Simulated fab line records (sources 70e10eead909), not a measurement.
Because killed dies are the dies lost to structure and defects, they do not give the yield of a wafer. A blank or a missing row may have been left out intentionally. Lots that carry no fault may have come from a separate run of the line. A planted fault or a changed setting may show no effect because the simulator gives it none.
Code-filled problem report in 8D (eight disciplines) form | flow nandHarc | the parts of the form that need people (team, actions taken, sign-off) are left out

== 1. THE ISSUE ==
Mean of killedDies at NHARC_END_SORT_01: 373 over 3 wafers from 1 lot, against 58 (standard deviation 16) on wafers with no fault. Measured from the usual mean, that is +20 standard deviations.
The first sign was on wafer L684.4 at day 30 12:35, on prober-01. The record holds 3 wafers of 1 lot with a number at this step. The rule behind "out" and "out of limits": a value lying over 4 standard deviations away from the usual mean. The other wafers with a number count as sound.

== 2. WHAT THIS IS AND IS NOT ==
question                    | is                        | is not
which readings at this step | killedDies, killedAtArray | killedAtOther, killedAtPeriphery
which lots                  | L684                      | -
which wafers of those lots  | all that have a number    | -
read on which gauges        | prober-01                 | -
when                        | from day 30 12:35         | up to then (0 sound wafers)

== 3. WHAT RULES OUT EACH SUSPECT ==
Counting: a tool stays on the suspect list if, at a process step up to the reading, it processed all lots that are out and no sound lot following the first of them.
- the gauge at NHARC_END_SORT_01: kept. All the wafers that are out were read on prober-01, and no step on other tools shows them out.
- lpcvd-01 at NHARC_A_STAIRCASE_CVD_552 (deposits SiNx, target thk 40 nm): kept. It ran the lot that is out, L684 (day 23 15:04), and no sound lot after that.
- cmp-02 at NHARC_A_BONDPAD_CMP_19 (polishes, t overpolish 30 s, cu recess touch 16 s, target thk 169.82 nm): kept. It ran the lot that is out, L684 (day 29 06:48), and no sound lot after that.
- plasmaAsher-02 at NHARC_THIN_TSV_STRIP_45 (strips in O2): kept. It ran the lot that is out, L684 (day 29 20:31), and no sound lot after that.
- pvdSputter-01 at NHARC_THIN_TSV_DEGAS_53 (time 60 s): kept. It ran the lot that is out, L684 (day 30 00:10), and no sound lot after that.
Left after counting: lpcvd-01 at NHARC_A_STAIRCASE_CVD_552, cmp-02 at NHARC_A_BONDPAD_CMP_19, plasmaAsher-02 at NHARC_THIN_TSV_STRIP_45, pvdSputter-01 at NHARC_THIN_TSV_DEGAS_53, prober-01 at NHARC_END_SORT_01.

== 4. THE CAUSE (what the simulator had put in) ==
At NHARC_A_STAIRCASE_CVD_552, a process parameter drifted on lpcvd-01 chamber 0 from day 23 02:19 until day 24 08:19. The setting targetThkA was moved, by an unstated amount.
Of the 5 suspects that counting leaves, this tool is one.

== 5. THE EFFECT CHAIN, in route order ==
Each row: a reading whose mean over the struck wafers that have a number lies more than 3 standard deviations from the usual. Only readings for which the record gives a usual standard deviation are gone through. hours: the time from each lot's start at the first step in this table that gives one to its start at this step, as a median over the lots. sigmas: the change in usual standard deviations.
hours | step              | reading       | usual | on struck wafers | change | sigmas
0     | NHARC_END_SORT_01 | killedAtArray | 54    | 367              | +313   | +18
0     | NHARC_END_SORT_01 | killedDies    | 58    | 373              | +315   | +20

== 6. WHAT WOULD HAVE CAUGHT IT SOONER ==
178 hours passed between the start of the fault at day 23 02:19 and the first reading out of limits at a measuring or inspecting step in this record, taken at day 30 12:35.
No tool reading at NHARC_A_STAIRCASE_CVD_552 that has a usual standard deviation in the record was out on any struck wafer, so an alarm limit of 4 standard deviations on those readings would not have fired.
By day 30 12:35 the whole set of lots that are out, 1 in number, had already begun NHARC_A_STAIRCASE_CVD_552 on lpcvd-01. Tool hold at that time: it would have spared none of them.
